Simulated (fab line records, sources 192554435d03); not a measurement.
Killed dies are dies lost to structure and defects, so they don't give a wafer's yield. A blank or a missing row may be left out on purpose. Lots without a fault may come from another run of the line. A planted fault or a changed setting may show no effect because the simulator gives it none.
One fault seen from 3 desks | flow n5_finfet | each desk has only its own numbers; what lay behind them comes last

THE METROLOGY DESK
What the gauges read, lot by lot, whatever tool the lot ran on: means of the sampled wafers that have a number. A lot is out of limits, marked OUT, if its mean lies more than 4 standard deviations from the usual mean; the brackets give that distance. Of its 10 readings 7 are shown: those that lie furthest out on some lot.
Columns: A = IOFF_N at N5_BEOL_M4_RC_MEAS_101, usual 0.153 nA/um; B = IOFF_P at N5_BEOL_M4_RC_MEAS_101, usual 0.21 nA/um; C = ION_N at N5_BEOL_M4_RC_MEAS_101, usual 673 uA/um; D = ION_P at N5_BEOL_M4_RC_MEAS_101, usual 462 uA/um; E = SS_P at N5_BEOL_M4_RC_MEAS_101, usual 73.2 mV/dec; F = VT_N at N5_BEOL_M4_RC_MEAS_101, usual 250 mV; G = VT_P at N5_BEOL_M4_RC_MEAS_101, usual -250 mV
lot  | first seen here | A     | B    | C   | D   | E    | F   | G
L456 | day 8 09:25     | 0.147 | 0.19 | 673 | 456 | 73.0 | 252 | -252
L459 | day 9 06:08     | 0.185 | 0.24 | 691 | 472 | 73.5 | 245 | -244
L463 | day 9 19:12     | 0.123 | 0.17 | 660 | 453 | 73.1 | 255 | -253
L465 | day 11 00:27    | 0.174 | 0.26 | 674 | 470 | 73.6 | 248 | -245
L468 | day 11 11:49    | 0.148 | 0.21 | 675 | 468 | 72.9 | 251 | -249
L470 | day 12 04:37    | 0.161 | 0.23 | 675 | 469 | 73.6 | 251 | -249
L471 | day 12 05:17    | 0.146 | 0.20 | 668 | 460 | 73.3 | 252 | -251
L477 | day 13 14:36    | 0.139 | 0.18 | 672 | 461 | 72.4 | 252 | -253
This desk's finding: nothing out of limits on any of the 8 lots.

THE TOOL OWNER'S DESK: pvd_sputter-03
The tool's own readings at N5_BEOL_M1_HM_DEP_02 (deposits TiN, target thk 20 nm): means of the sampled wafers that have a number, for each lot that ran on this tool. A lot is out of limits, marked OUT, if its mean lies more than 4 standard deviations from the usual mean; the brackets give that distance.
Columns: A = chamber_pressure_pa at N5_BEOL_M1_HM_DEP_02, usual 0.5000 Pa; B = throttle_valve_pct at N5_BEOL_M1_HM_DEP_02, usual 29.8 %
lot  | first seen here | A      | B
L456 | day 6 15:07     | 0.4994 | 28.5
L459 | day 6 22:10     | 0.5000 | 29.3
L465 | day 8 20:23     | 0.4997 | 29.4
L470 | day 10 01:46    | 0.4997 | 28.6
L471 | day 10 02:19    | 0.5005 | 29.2
This desk's finding: nothing out of limits on any of the 5 lots.

THE DEFECT DESK
What the inspections along the route counted, lot by lot: means of the sampled wafers that have a number. A lot is out of limits, marked OUT, if its mean lies more than 4 standard deviations from the usual mean; the brackets give that distance.
Columns: A = raw_defect_count at N5_BEOL_M0_INSPECT_127, usual 72; B = raw_defect_count at N5_BEOL_M1_INSPECT_13, usual 394; C = raw_defect_count at N5_BEOL_M1_INSPECT_30, usual 398
lot  | first seen here | A   | B              | C
L456 | day 6 13:18     | 86  | 400            | 387
L459 | day 6 21:53     | 74  | 299            | 325
L463 | day 8 03:43     | 90  | 480            | 535
L465 | day 8 19:33     | 46  | 416            | 425
L468 | day 9 14:16     | 47  | 401            | 365
L470 | day 10 00:08    | 60  | 774 (+4.4) OUT | 760 (+4.1) OUT
L471 | day 10 00:57    | 70  | 769 (+4.3) OUT | 769 (+4.2) OUT
L477 | day 11 16:44    | 106 | 462            | 461
This desk's finding: out of limits on L470, L471; first on L470, day 10 02:15 (raw_defect_count at N5_BEOL_M1_INSPECT_13). In limits: L456, L459, L463, L465, L468, L477.

PUT TOGETHER
The defect desk could have raised an alarm at day 10 02:15, on L470, L471.
The metrology desk saw nothing out of limits.
The tool owner's desk saw nothing out of limits.
The metrology desk has L470, L471 on record, within its limits.
The tool owner's desk has L470, L471 on record, within its limits.
Of the lots named, all ran N5_BEOL_M1_HM_DEP_02 on pvd_sputter-03.

WHAT THE SIMULATOR HAD PUT IN
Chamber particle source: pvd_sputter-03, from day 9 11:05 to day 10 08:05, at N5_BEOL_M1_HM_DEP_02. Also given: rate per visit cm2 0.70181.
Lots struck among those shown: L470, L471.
Hours from the fault's start to each desk's first reading out of limits: the defect desk, 15.
